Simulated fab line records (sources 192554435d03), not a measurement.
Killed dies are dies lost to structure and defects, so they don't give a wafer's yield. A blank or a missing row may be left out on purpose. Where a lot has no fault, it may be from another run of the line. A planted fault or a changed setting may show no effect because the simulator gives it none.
fab line records	flow n5-finfet
record lots=8	wafers=24	last-day=17
route steps=1938 shown MOL_CONTACT_COAG@563 BEOL_M4@1111 PASSIVATION@1936
lots that met no fault: from a run of the same line without faults
start-h: the number of hours between the record's first day and the start of the first shown wafer of the lot	wait-h: hours elapsed since this lot's preceding step	" same as the row above	L1.1+2: a row that stands for several wafers	- either no value or no given start	* or withheld: withheld	< > ~ a bound
route shown NAME@n: a module of which the file shows steps, and the number in the route of the first	usual: mean/standard deviation of fault-free wafers	same: alike in all rows	chamber/n: place in a boat	sites: readings site by site	_std_site: their standard deviation	_edge_site: the outer-site mean with the inner-site mean subtracted	radius-mm: how far each site lies from the wafer's centre	mask NAME#n: copy n	behind: the most recent tool/chamber to have shaped the wafer	hold: why the lot was held/for how many hours/how that ended	device: names the non-switching transistor (n, p or np)	end of line: the tests these same wafers got at the end of their route	a step with no rows: only its recipe	killed: the dies lost at the first sort to structure and to defects; this is not the yield of the wafer	map: dies across one wafer; x = killed, . = not, _ = none there
set.NAME: the setting the step ran with; set.NAME@STEP: the setting that earlier step ran with	model.NAME: the simulator's own value behind a step, which no gauge read
a sample of lots followed through the steps of the route, with each step as a table and each wafer as a row
services: the hour from which a tool's chamber was out of use, counted from the record's first day as start-h (under 0 if before that day), plus the number of hours and why
## steps
# step N5_MOL_CONTACT_COAG_PECVD_31
# recipe material=SiO2	target-thk-a=460	temp-c=400	precursor=TEOS/O2	pressure-torr=6.5	rf-w=withheld	teos-flow-sccm=withheld	gas=O2	flow-sccm=2650	time-s=8.9
lot.wafer	tool	chamber	start-h	wait-h
L747.1+3+5	pecvd-02	1,2,1	118.67	0.3
L748.4+5+6	pecvd-01	1,2,0	124.85	0.3
L753.1+3+4	pecvd-01	0,2,0	154.34	0.3
L755.3+4+6	pecvd-01	1,2,1	174.83	0.3
L756.2+4+5	pecvd-03	1	178.31	0.3
L757.2+3+6	pecvd-03	1,2,2	183.63	0.3
L758.4+5+6	pecvd-01	2,1,0	187.36	0.3
L764.1+2+6	pecvd-03	0,1,1	219.65	0.3
# step N5_MOL_CONTACT_COAG_CD_MEAS_84
# recipe target-cd-nm=25.1	landing-energy-ev=500	detector=se-inlens	polarity=opening
# usual cd-nm=25.09/0.24
lot.wafer	tool	chamber	start-h	wait-h	cd-nm
L747.1	cd-sem-02	0	119.01	-	25.06
L747.3	"	0	"	"	25.11
L747.5	"	0	"	"	25.19
L748.4	cd-sem-02	0	125.30	-	24.88
L748.5	"	0	"	"	25.35
L748.6	"	0	"	"	25.02
L753.1	cd-sem-03	0	154.67	-	24.96
L753.3	"	0	"	"	25.16
L753.4	"	0	"	"	25.34
L755.3	cd-sem-01	0	175.30	-	24.96
L755.4	"	0	"	"	25.18
L755.6	"	0	"	"	24.42
L756.2	cd-sem-03	0	178.66	-	24.84
L756.4	"	0	"	"	25.38
L756.5	"	0	"	"	25.63
L757.2	cd-sem-03	0	184.10	-	25.23
L757.3	"	0	"	"	25.27
L757.6	"	0	"	"	25.09
L758.4	cd-sem-02	0	187.69	-	25.12
L758.5	"	0	"	"	25.03
L758.6	"	0	"	"	25.06
L764.1	cd-sem-03	0	219.99	-	25.18
L764.2	"	0	"	"	25.48
L764.6	"	0	"	"	25.07
# step N5_MOL_CONTACT_COAG_ETCHBACK_132
# recipe chemistry=CHF3	target=SiO2	target-depth-a=100	time-s=6.7	ion-energy-ev=200	pressure-mtorr=30	source-w=610	bias-w=170	Ar_flow_sccm=200	CHF3_flow_sccm=50
# usual CHF3_flow_sccm=50.02/0.16	drypump-motor-current-A=5.8/0.5	oes-product-au=0.78/0.079	rf-vpp-V=522/4.4	showerhead-plenum-p-Torr=2.41/0.087	throttle-valve-pct=18.61/0.23
lot.wafer	tool	chamber	start-h	wait-h	CHF3_flow_sccm	drypump-motor-current-A	oes-product-au	rf-hours-counter-h	rf-vpp-V	showerhead-plenum-p-Torr	throttle-valve-pct
L747.1	rie-diel-03	3	119.45	0.1	50.17	6.3	0.80	109	520	2.30	18.56
L747.3	"	2	"	"	49.92	6.6	0.72	190	525	2.46	19.00
L747.5	"	1	"	"	50.02	5.7	0.82	-	525	2.51	18.35
L748.4	rie-diel-03	2	125.76	0.1	49.92	6.6	0.71	192	524	2.46	19.01
L748.5	"	0	"	"	50.25	6.3	0.95	-	514	2.34	18.54
L748.6	"	3	"	"	49.79	6.3	0.80	-	520	2.30	18.58
L753.1	rie-diel-05	3	155.51	0.2	49.77	5.3	0.73	181	519	2.37	18.86
L753.3	"	1	"	"	50.19	6.2	0.71	233	518	2.34	18.79
L753.4	"	0	"	"	49.96	5.2	0.72	214	522	2.45	18.78
L755.3	rie-diel-01	2	175.73	0.1	50.05	5.4	0.82	73	528	2.51	18.45
L755.4	"	1	"	"	49.92	6.1	0.70	-	521	2.27	18.62
L755.6	"	2	"	"	50.18	5.4	0.82	-	527	2.51	18.47
L756.2	rie-diel-01	2	181.05	0.2	50.05	5.4	0.82	74	528	2.51	18.46
L756.4	"	1	"	"	50.27	6.1	0.71	-	520	2.27	18.63
L756.5	"	2	"	"	50.01	5.4	0.82	-	529	2.51	18.47
L757.2	rie-diel-01	2	185.92	0.1	50.03	5.4	0.81	77	528	2.51	18.47
L757.3	"	0	"	"	50.12	5.5	0.98	1	528	2.43	18.11
L757.6	"	1	"	"	50.16	6.1	0.71	-	519	2.27	18.64
L758.4	rie-diel-05	0	189.61	0.1	49.98	5.2	0.70	225	521	2.44	18.79
L758.5	"	1	"	"	50.01	6.1	0.70	-	517	2.34	18.81
L758.6	"	2	"	"	49.98	6.3	0.70	-	516	2.37	18.89
L764.1	rie-diel-03	3	220.54	0.2	49.99	6.3	0.77	141	519	2.29	18.62
L764.2	"	1	"	"	49.99	5.6	0.79	116	524	2.50	18.41
L764.6	"	2	"	"	49.96	6.6	0.69	-	524	2.45	19.05
# step N5_MOL_CONTACT_COAG_ETCH_47
# recipe chemistry=CH3F/O2	target=SiNx	target-depth-a=270	mask-material=SiO2	stop-on=W	over-etch-frac=0.2	ion-energy-ev=120	endpoint=OES-CN	pressure-mtorr=30	source-w=395	bias-w=73	Ar_flow_sccm=150	CH3F_flow_sccm=30	O2_flow_sccm=20	ends=end-point
# usual CH3F_flow_sccm=29.99/0.098	drypump-motor-current-A=5.8/0.49	etch-rf-on-time-s=31.4/0.44	oes-product-au=0.70/0.071	rf-vpp-V=296.0/2.8	showerhead-plenum-p-Torr=2.02/0.076	throttle-valve-pct=16.25/0.23
lot.wafer	tool	chamber	start-h	wait-h	CH3F_flow_sccm	drypump-motor-current-A	etch-rf-on-time-s	oes-product-au	rf-hours-counter-h	rf-vpp-V	showerhead-plenum-p-Torr	throttle-valve-pct
L747.1	rie-diel-03	3	119.71	0.0	30.09	6.3	31.1	0.71	109	294.9	1.93	16.22
L747.3	"	2	"	"	30.01	6.6	31.9	0.64	190	298.4	2.07	16.61
L747.5	"	1	"	"	29.88	5.7	31.5	0.72	-	298.7	2.12	16.03
L748.4	rie-diel-03	2	126.02	0.0	30.09	6.6	32.1	0.64	192	297.3	2.07	16.63
L748.5	"	0	"	"	30.09	6.3	30.9	0.84	-	293.8	1.96	16.13
L748.6	"	3	"	"	30.14	6.3	30.9	0.72	-	294.2	1.93	16.22
L753.1	rie-diel-05	3	155.78	0.0	29.86	5.4	32.0	0.65	181	293.8	1.99	16.49
L753.3	"	1	"	"	30.01	6.1	31.2	0.63	233	293.3	1.97	16.44
L753.4	"	0	"	"	30.06	5.2	31.7	0.64	214	295.4	2.06	16.44
L755.3	rie-diel-01	2	176.00	0.0	29.87	5.4	31.1	0.73	73	299.8	2.12	16.09
L755.4	"	1	"	"	30.06	6.1	50.8	0.27	-	294.1	1.91	16.25
L755.6	"	2	"	"	29.89	5.4	50.8	0.30	-	300.7	2.12	16.05
L756.2	rie-diel-01	2	181.31	0.0	29.99	5.3	31.0	0.73	75	299.1	2.12	16.08
L756.4	"	1	"	"	30.27	6.1	31.8	0.64	-	294.9	1.91	16.29
L756.5	"	2	"	"	29.93	5.4	31.0	0.74	-	298.3	2.12	16.08
L757.2	rie-diel-01	2	186.18	0.0	29.92	5.4	31.3	0.73	77	298.2	2.12	16.09
L757.3	"	0	"	"	29.85	5.5	30.9	0.88	1	300.6	2.05	15.70
L757.6	"	1	"	"	30.12	6.1	31.8	0.63	-	294.2	1.91	16.30
L758.4	rie-diel-05	0	189.88	0.0	29.86	5.2	50.8	0.27	225	295.7	2.06	16.42
L758.5	"	1	"	"	29.94	6.1	31.2	0.63	-	294.9	1.96	16.45
L758.6	"	2	"	"	29.93	6.3	50.8	0.27	-	293.0	1.99	16.47
L764.1	rie-diel-03	3	220.80	0.0	29.88	6.3	31.2	0.69	142	294.7	1.92	16.28
L764.2	"	1	"	"	29.91	5.7	31.3	0.70	116	298.4	2.10	16.07
L764.6	"	2	"	"	29.96	6.6	31.7	0.62	-	297.4	2.06	16.68
# step N5_MOL_CONTACT_COAG_OVL_MEAS_41
# recipe points-per-wafer=522
# usual VD_OVL=-0.4/0.69
lot.wafer	tool	chamber	start-h	wait-h	VD_OVL[nm]
L747.1	overlay-01	0	120.29	0.0	-0.1
L747.3	"	0	"	"	-0.1
L747.5	"	0	"	"	-0.3
L748.4	overlay-02	0	126.75	0.0	-0.2
L748.5	"	0	"	"	0.2
L748.6	"	0	"	"	-0.3
L753.1	overlay-02	0	156.48	0.0	-0.6
L753.3	"	0	"	"	0.9
L753.4	"	0	"	"	-0.8
L755.3	overlay-01	0	176.62	0.0	-1.9
L755.4	"	0	"	"	-1.2
L755.6	"	0	"	"	-1.8
L756.2	overlay-01	0	182.02	0.0	-1.3
L756.4	"	0	"	"	-0.3
L756.5	"	0	"	"	-1.0
L757.2	overlay-02	0	186.80	0.0	-0.6
L757.3	"	0	"	"	-0.7
L757.6	"	0	"	"	0.2
L758.4	overlay-01	0	190.60	0.0	-0.6
L758.5	"	0	"	"	-1.2
L758.6	"	0	"	"	0.0
L764.1	overlay-02	0	221.51	0.0	-0.2
L764.2	"	0	"	"	0.9
L764.6	"	0	"	"	0.9
# step N5_MOL_CONTACT_COAG_ETCH_124
# recipe chemistry=CH3F/O2	target=SiNx	target-depth-a=65	mask-material=SOC	stop-on=SiOC	over-etch-frac=0.3	ion-energy-ev=120	pressure-mtorr=30	source-w=395	bias-w=73	Ar_flow_sccm=150	CH3F_flow_sccm=30	O2_flow_sccm=20	ends=end-point
# usual CH3F_flow_sccm=30.00/0.095	drypump-motor-current-A=5.9/0.48	oes-product-au=0.67/0.06	rf-vpp-V=295.8/2.6	showerhead-plenum-p-Torr=2.02/0.075	throttle-valve-pct=16.24/0.21
lot.wafer	tool	chamber	start-h	wait-h	CH3F_flow_sccm	drypump-motor-current-A	oes-product-au	rf-hours-counter-h	rf-vpp-V	showerhead-plenum-p-Torr	throttle-valve-pct
L747.1	rie-diel-01	1	120.89	0.0	30.09	6.1	0.63	175	296.7	1.92	16.22
L747.3	"	3	"	"	30.21	5.1	0.73	39	296.7	2.12	15.93
L747.5	"	0	"	"	29.99	5.5	0.60	-	297.8	2.05	16.16
L748.4	rie-diel-05	2	127.75	0.0	30.00	6.3	0.62	176	292.4	2.00	16.45
L748.5	"	2	"	"	29.90	6.3	0.62	-	294.2	2.00	16.45
L748.6	"	1	"	"	29.92	6.2	0.61	-	294.6	1.97	16.39
L753.1	rie-diel-05	1	158.41	0.0	29.87	6.1	0.61	235	295.3	1.97	16.39
L753.3	"	3	"	"	29.99	5.4	0.63	183	293.1	1.99	16.46
L753.4	"	1	"	"	30.01	6.1	0.61	-	292.9	1.97	16.42
L755.3	rie-diel-01	1	177.20	0.0	29.98	6.1	0.61	196	294.8	1.91	16.26
L755.4	"	1	"	"	29.97	6.1	0.28	-	294.8	1.91	16.24
L755.6	"	2	"	"	29.95	5.4	0.31	-	298.3	2.12	16.04
L756.2	rie-diel-03	1	182.93	0.0	29.93	5.7	0.68	102	297.5	2.11	16.01
L756.4	"	0	"	"	30.02	6.3	0.77	27	291.5	1.95	16.12
L756.5	"	0	"	"	30.04	6.3	0.77	-	291.2	1.96	16.12
L757.2	rie-diel-03	3	187.69	0.0	29.86	6.3	0.67	130	293.8	1.93	16.24
L757.3	"	2	"	"	30.01	6.6	0.61	210	298.6	2.06	16.63
L757.6	"	3	"	"	29.87	6.3	0.66	-	294.8	1.93	16.24
L758.4	rie-diel-03	1	191.17	0.0	29.89	5.7	0.29	105	297.1	2.11	15.99
L758.5	"	0	"	"	29.98	6.3	0.77	-	290.6	1.95	16.13
L758.6	"	3	"	"	30.06	6.3	0.29	-	294.9	1.93	16.22
L764.1	rie-diel-01	2	222.23	0.0	30.14	5.4	0.69	89	299.3	2.11	16.07
L764.2	"	0	"	"	29.90	5.5	0.80	11	299.5	2.04	15.70
L764.6	"	1	"	"	30.01	6.1	0.60	-	294.8	1.90	16.28
# step N5_MOL_CONTACT_COAG_THK_MEAS_53
# recipe reads=SiO2_of_MOL_CONTACT_COAG_PECVD_31
# usual VIA_MOL_THK=43.6/0.57
lot.wafer	tool	chamber	start-h	wait-h	VIA_MOL_THK[nm]
L747.1	film-metro-02	-	121.97	-	44.0
L747.3	"	-	"	"	43.3
L747.5	"	-	"	"	44.9
L748.4	film-metro-01	-	129.29	-	44.4
L748.5	"	-	"	"	44.6
L748.6	"	-	"	"	44.6
L753.1	film-metro-01	-	159.51	-	43.4
L753.3	"	-	"	"	42.8
L753.4	"	-	"	"	44.3
L755.3	film-metro-01	-	178.66	-	43.3
L755.4	"	-	"	"	74.7
L755.6	"	-	"	"	75.2
L756.2	film-metro-02	-	184.02	-	42.9
L756.4	"	-	"	"	43.8
L756.5	"	-	"	"	44.0
L757.2	film-metro-02	-	188.76	-	42.9
L757.3	"	-	"	"	43.9
L757.6	"	-	"	"	44.2
L758.4	film-metro-01	-	192.25	-	74.7
L758.5	"	-	"	"	43.9
L758.6	"	-	"	"	75.4
L764.1	film-metro-02	-	223.30	-	42.5
L764.2	"	-	"	"	42.2
L764.6	"	-	"	"	43.3
# step N5_BEOL_M4_RC_MEAS_101
# usual DIBL_N=36.3/1.4	DIBL_P=35.7/1.5	IOFF_N=0.155/0.022	IOFF_P=0.204/0.027	ION_N=671/9	ION_P=459/6.2	SS_N=71.5/0.54	SS_P=73.1/0.56	VT_N=250.2/2.6	VT_P=-251/3.3
lot.wafer	tool	chamber	start-h	wait-h	DIBL_N[mV/V]	DIBL_P[mV/V]	IOFF_N[nA/um]	IOFF_P[nA/um]	ION_N[uA/um]	ION_P[uA/um]	SS_N[mV/dec]	SS_P[mV/dec]	VT_N[mV]	VT_P[mV]
L747.1	prober-02	0	189.13	0.0	35.0	34.9	0.137	0.171	663	453	70.7	72.3	250.8	-255
L747.3	"	0	"	"	36.4	36.8	0.176	0.195	682	464	71.5	73.4	245.6	-254
L747.5	"	0	"	"	38.2	38.8	0.212	0.222	686	456	71.1	73.6	243.2	-252
L748.4	prober-02	0	191.64	0.5	36.2	35.2	0.150	0.229	666	468	71.1	73.1	252.7	-247
L748.5	"	0	"	"	34.4	33.4	0.129	0.214	670	471	70.6	72.0	251.9	-250
L748.6	"	0	"	"	36.4	34.8	0.161	0.235	667	461	70.9	73.4	248.3	-247
L753.1	prober-01	0	232.23	0.0	34.8	33.3	0.128	0.189	669	468	72.3	73.1	252.8	-247
L753.3	"	0	"	"	36.0	35.0	0.153	0.218	679	465	71.9	72.9	248.1	-248
L753.4	"	0	"	"	36.4	35.6	0.152	0.225	662	464	71.5	72.9	250.0	-247
L755.3	prober-01	0	240.33	0.3	38.0	37.9	0.180	0.227	677	463	71.9	73.6	247.7	-250
L757.2	prober-01	0	247.77	0.2	35.8	33.7	0.151	0.171	668	451	72.0	73.8	252.2	-260
L757.3	"	0	"	"	36.0	34.3	0.158	0.180	682	462	70.8	73.5	250.4	-255
L757.6	"	0	"	"	36.3	33.9	0.159	0.179	673	457	71.1	74.0	250.6	-255
L758.5	prober-01	0	253.71	0.6	36.0	33.6	0.138	0.161	667	451	71.5	72.5	253.7	-254
L756.2	prober-01	0	256.94	0.2	35.5	37.0	0.149	0.189	677	458	71.5	73.8	249.4	-251
L756.4	"	0	"	"	35.8	36.9	0.160	0.193	672	457	71.5	72.9	250.1	-254
L756.5	"	0	"	"	34.5	36.1	0.144	0.182	668	454	71.3	73.4	250.6	-250
L764.1	prober-01	0	293.64	0.0	36.0	35.2	0.143	0.185	674	459	71.3	72.9	252.5	-254
L764.2	"	0	"	"	34.7	33.2	0.120	0.159	655	450	72.0	72.7	253.5	-254
L764.6	"	0	"	"	37.8	37.7	0.188	0.224	682	464	71.5	73.9	245.5	-251
# step N5_PASSIVATION_PROBE_49
# usual defect-limited-yield=91.0/1.5	killed_at_M0_to_M3=36/12	killed_at_M4_up=14/5.5	killed-at-contacts=11/4.8	killed-at-front-end=42/12	killed-at-other=3.7/2.7	killed-dies=106/18	killed-on-rim=13/4.5	killed-open=70/13	killed-short=35/8.2	sort_bin_5_function=5.3/1	sort_bin_6_memory=3.3/0.69	sort_bin_8_speed=0.00/0.007	sort-n-pass=1074/18	sort-yield-pct=91.0/1.5
# same gross-dies=1180	killed-at-back-side=0	sort_bin_4_leakage[%]=0
lot.wafer	tool	chamber	start-h	wait-h	defect-limited-yield[%]	killed_at_M0_to_M3	killed_at_M4_up	killed-at-contacts	killed-at-front-end	killed-at-other	killed-dies	killed-on-rim	killed-open	killed-short	sort_bin_5_function[%]	sort_bin_6_memory[%]	sort_bin_8_speed[%]	sort-n-pass	sort-yield-pct[%]
L748.4	prober-01	-	299.74	0.2	90.9	31	15	13	41	7	107	17	63	40	5.6	2.8	0	1073	90.9
L748.5	prober-01	-	299.79	0.2	92.0	30	12	12	31	9	94	4	54	39	4.9	2.9	0	1086	92.0
L748.6	prober-01	-	299.84	0.3	92.9	17	15	6	46	0	84	14	51	27	4.0	2.7	0	1096	92.9
L747.1	prober-02	-	299.90	0.0	89.7	48	5	10	56	3	122	20	83	38	6.2	3.9	0	1058	89.7
L747.3	prober-02	-	300.00	0.1	91.9	49	13	6	27	1	96	4	71	25	4.4	3.6	0	1084	91.9
L747.5	prober-02	-	300.10	0.2	89.2	52	10	6	56	4	128	11	85	43	6.7	3.5	0	1052	89.2
L755.3	prober-02	-	348.21	0.5	93.6	24	13	10	26	2	75	8	54	21	3.3	2.9	0	1105	93.6
L755.4	prober-02	-	348.26	0.6	0	32	20	1067	57	4	1180	152	76	44	96.0	3.6	0	0	0
L755.6	prober-02	-	348.36	0.7	0	24	24	1093	37	2	1180	152	61	32	96.8	3.0	0	0	0
L758.4	prober-01	-	348.74	0.2	0	60	14	1050	53	3	1180	152	80	56	95.8	3.5	0	0	0
L758.5	prober-01	-	348.79	0.3	90.2	60	15	12	29	0	116	18	71	42	6.7	2.9	0	1064	90.2
L758.6	prober-01	-	348.84	0.3	0	45	7	1092	34	2	1180	152	64	37	97.1	2.5	0	0	0
L757.2	prober-01	-	355.95	0.1	91.0	27	7	13	57	2	106	8	73	30	5.5	3.1	0	1074	91.0
L757.3	prober-01	-	356.00	0.1	90.9	43	9	10	40	5	107	3	72	34	5.6	3.0	0	1073	90.9
L757.6	prober-01	-	356.15	0.3	91.4	34	4	10	51	3	102	16	70	32	4.7	3.6	0	1078	91.4
L764.1	prober-01	-	401.25	0.0	91.7	48	13	3	31	3	98	13	63	35	5.8	2.4	0	1082	91.7
L764.2	prober-01	-	401.30	0.1	90.8	31	8	7	61	1	108	15	64	42	4.8	4.1	0	1072	90.8
L764.6	prober-01	-	401.50	0.3	87.5	56	17	8	63	4	148	21	103	44	7.9	4.2	0	1032	87.5
# killed by level:class
L748.4 FIN_SAQP:geometric-particle:open=14 MOL_CONTACT_COAG:geometric-particle:open=10 FIN_SAQP:geometric-particle:short=8 BEOL_M3:geometric-particle:open=7 BEOL_M1:geometric-particle:open=6 BEOL_M0_SAQP:geometric-particle:short=5 GATE_CUT:geometric-particle:short=5 PASS1_CAP:geometric-particle:open=4
L748.5 BEOL_M1:geometric-particle:open=9 FIN_SAQP:geometric-particle:open=6 DUMMY_GATE:geometric-particle:open=6 MOL_CONTACT_COAG:geometric-particle:short=6 MOL_CONTACT_COAG:geometric-particle:open=6 FIN_SAQP:geometric-particle:short=5 BEOL_M1:geometric-particle:short=5 BEOL_M0_SAQP:geometric-particle:short=4
L748.6 FIN_SAQP:geometric-particle:open=10 FIN_SAQP:geometric-particle:short=7 STI_FIN_REVEAL:geometric-particle:open=6 BEOL_M3:geometric-particle:open=6 MOL_CONTACT_COAG:geometric-particle:open=5 ILD0:geometric-particle:open=4 GATE_CUT:geometric-particle:short=4 BEOL_M7:geometric-particle:open=4
L747.1 STI_FIN_REVEAL:geometric-particle:open=21 BEOL_M3:geometric-particle:open=12 FIN_SAQP:geometric-particle:open=9 MOL_CONTACT_COAG:geometric-particle:open=8 BEOL_M0_SAQP:geometric-particle:open=8 BEOL_M0_SAQP:geometric-particle:short=6 GATE_CUT:geometric-particle:short=6 BEOL_M1:geometric-particle:open=5
L747.3 BEOL_M1:geometric-particle:open=11 BEOL_M0:geometric-particle:open=11 BEOL_M0_SAQP:geometric-particle:open=8 BEOL_M3:geometric-particle:open=8 GATE_CUT:geometric-particle:short=6 STI_FIN_REVEAL:geometric-particle:open=6 BEOL_M4:geometric-particle:open=6 FIN_SAQP:geometric-particle:open=5
L747.5 FIN_SAQP:geometric-particle:open=16 BEOL_M0_SAQP:geometric-particle:open=16 BEOL_M0_SAQP:geometric-particle:short=13 STI_FIN_REVEAL:geometric-particle:open=9 FIN_SAQP:geometric-particle:short=8 BEOL_M1:geometric-particle:open=7 BEOL_M3:geometric-particle:open=7 GATE_CUT:geometric-particle:short=5
L755.3 BEOL_M0_SAQP:geometric-particle:open=10 MOL_CONTACT_COAG:geometric-particle:open=8 BEOL_M0_SAQP:geometric-particle:short=8 FIN_SAQP:geometric-particle:open=5 STI_FIN_REVEAL:geometric-particle:open=5 FIN_SAQP:geometric-particle:short=4 STARTING-WAFER:geometric-particle:open=4 DUMMY_GATE:geometric-particle:open=3
L755.4 MOL_CONTACT_COAG:area-etch=1060 STI_FIN_REVEAL:geometric-particle:open=13 FIN_SAQP:geometric-particle:open=11 BEOL_M0_SAQP:geometric-particle:short=11 BEOL_M4:geometric-particle:open=9 BEOL_M2:geometric-particle:open=9 BEOL_M0_SAQP:geometric-particle:open=8 FIN_SAQP:geometric-particle:short=7
L755.6 MOL_CONTACT_COAG:area-etch=1085 BEOL_M4:geometric-particle:open=15 STI_FIN_REVEAL:geometric-particle:open=7 BEOL_M0_SAQP:geometric-particle:open=6 BEOL_M1:geometric-particle:open=6 FIN_SAQP:geometric-particle:short=5 MOL_CONTACT_COAG:geometric-particle:open=5 BEOL_M1:geometric-particle:short=5
L758.4 MOL_CONTACT_COAG:area-etch=1042 BEOL_M0_SAQP:geometric-particle:short=14 BEOL_M1:geometric-particle:open=12 FIN_SAQP:geometric-particle:short=10 STI_FIN_REVEAL:geometric-particle:open=10 BEOL_M0_SAQP:geometric-particle:open=10 MOL_CONTACT_COAG:geometric-particle:open=7 BEOL_M1:geometric-particle:short=7
L758.5 BEOL_M1:geometric-particle:open=13 BEOL_M2:geometric-particle:open=13 BEOL_M1:geometric-particle:short=9 MOL_CONTACT_COAG:geometric-particle:open=8 BEOL_M0_SAQP:geometric-particle:short=8 BEOL_M0_SAQP:geometric-particle:open=8 STI_FIN_REVEAL:geometric-particle:open=7 BEOL_M4:geometric-particle:open=5
L758.6 MOL_CONTACT_COAG:area-etch=1078 MOL_CONTACT_COAG:geometric-particle:open=11 BEOL_M2:geometric-particle:open=11 FIN_SAQP:geometric-particle:short=8 BEOL_M0_SAQP:geometric-particle:open=8 BEOL_M0_SAQP:geometric-particle:short=8 STI_FIN_REVEAL:geometric-particle:open=6 BEOL_M2:geometric-particle:short=6
L757.2 DUMMY_GATE:geometric-particle:open=18 MOL_CONTACT_COAG:geometric-particle:open=10 STI_FIN_REVEAL:geometric-particle:open=9 FIN_SAQP:geometric-particle:open=7 STARTING-WAFER:geometric-particle:short=7 BEOL_M2:geometric-particle:open=6 BEOL_M0_SAQP:geometric-particle:short=5 BEOL_M0_SAQP:geometric-particle:open=5
L757.3 STI_FIN_REVEAL:geometric-particle:open=12 BEOL_M2:geometric-particle:open=9 BEOL_M0_SAQP:geometric-particle:open=8 FIN_SAQP:geometric-particle:open=6 MOL_CONTACT_COAG:geometric-particle:open=6 BEOL_M0_SAQP:geometric-particle:short=6 BEOL_M1:geometric-particle:open=6 DUMMY_GATE:geometric-particle:open=4
L757.6 STI_FIN_REVEAL:geometric-particle:open=16 BEOL_M0_SAQP:geometric-particle:short=13 MOL_CONTACT_COAG:geometric-particle:open=10 FIN_SAQP:geometric-particle:open=9 DUMMY_GATE:geometric-particle:open=7 BEOL_M0_SAQP:geometric-particle:open=6 BEOL_M1:geometric-particle:open=5 GATE_CUT:geometric-particle:short=4
L764.1 BEOL_M0_SAQP:geometric-particle:short=14 FIN_SAQP:geometric-particle:open=10 STI_FIN_REVEAL:geometric-particle:open=7 BEOL_M1:geometric-particle:open=7 BEOL_M4:geometric-particle:open=6 BEOL_M3:geometric-particle:open=6 FIN_SAQP:geometric-particle:short=5 BEOL_M0_SAQP:geometric-particle:open=5
L764.2 FIN_SAQP:geometric-particle:open=16 FIN_SAQP:geometric-particle:short=14 STI_FIN_REVEAL:geometric-particle:open=11 BEOL_M0_SAQP:geometric-particle:short=9 BEOL_M0_SAQP:geometric-particle:open=6 BEOL_M4:geometric-particle:open=5 BEOL_M0:geometric-particle:open=4 MOL_CONTACT_COAG:geometric-particle:open=4
L764.6 FIN_SAQP:geometric-particle:open=18 STI_FIN_REVEAL:geometric-particle:open=14 BEOL_M2:geometric-particle:open=14 BEOL_M0_SAQP:geometric-particle:open=10 BEOL_M4:geometric-particle:open=10 FIN_SAQP:geometric-particle:short=8 BEOL_M0_SAQP:geometric-particle:short=7 DUMMY_GATE:geometric-particle:open=6
## services
tool	chamber	start-h	hours	kind
rie-diel-03	-	94.92	10.0	pm
rie-diel-03	3	109.32	3.6	repair
pecvd-03	-	114.44	4.8	repair
pecvd-03	-	123.28	1.4	repair
rie-diel-03	2	134.14	4.8	repair
pecvd-02	2	147.23	2.1	scheduled-down
rie-diel-01	0	162.56	-	clean
rie-diel-01	0	162.56	-	consumable-replace:esc
rie-diel-01	0	162.56	-	consumable-replace:focus-ring
rie-diel-01	0	162.56	21.0	scheduled-down
rie-diel-01	0	162.56	21.0	vent-cycle
pecvd-03	0	176.21	9.7	repair
pecvd-02	0	177.37	5.5	scheduled-down
rie-diel-05	1	202.25	-	clean
rie-diel-05	1	202.25	-	consumable-replace:focus-ring
rie-diel-05	1	202.25	14.5	scheduled-down
rie-diel-05	1	202.25	14.5	vent-cycle
## key
first-sign step=N5_MOL_CONTACT_COAG_ETCH_47	reading=etch-rf-on-time-s	direction=up	sigmas=44	usual=*	struck=*
effect step=N5_MOL_CONTACT_COAG_ETCH_47	reading=oes-product-au	direction=down	sigmas=5.9	usual=0.70	struck=0.28
effect step=N5_MOL_CONTACT_COAG_ETCH_124	reading=oes-product-au	direction=down	sigmas=6.2	usual=0.67	struck=0.29
effect step=N5_MOL_CONTACT_COAG_THK_MEAS_53	reading=VIA_MOL_THK	direction=up	sigmas=55	usual=43.6	struck=75.0
effect step=N5_PASSIVATION_PROBE_49	reading=killed-at-contacts	direction=up	sigmas=99+	usual=11	struck=1076
more-kills-born-at N5_MOL_CONTACT_COAG_VIA_ETCH_46@rie-diel-01=2145	N5_MOL_CONTACT_COAG_VIA_ETCH_46@rie-diel-05=2120
met-at N5_MOL_CONTACT_COAG_PECVD_31
struck-lots L755,L758
struck-wafers L755.4,L755.6,L758.4,L758.6
later-rows-left-out L755.4,L755.6,L758.4,L758.6
not-acting-at N5_MOL_CONTACT_COAG_CD_MEAS_84,N5_MOL_CONTACT_COAG_ETCHBACK_132,N5_MOL_CONTACT_COAG_OVL_MEAS_41
onset-between 154.34 174.83
fault kind=process-parameter-drift	tool=pecvd-01	chamber=-	onset-h=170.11	steps=N5_MOL_CONTACT_COAG_PECVD_31	channel=time-s	offset=*	shape=step	end-h=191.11	scope=struck-wafers-only	acts-in=*	stated=*
# later-rows-left-out: the simulator's readings of these wafers behind a module that went badly wrong aren't trusted and aren't shown, but for the sort
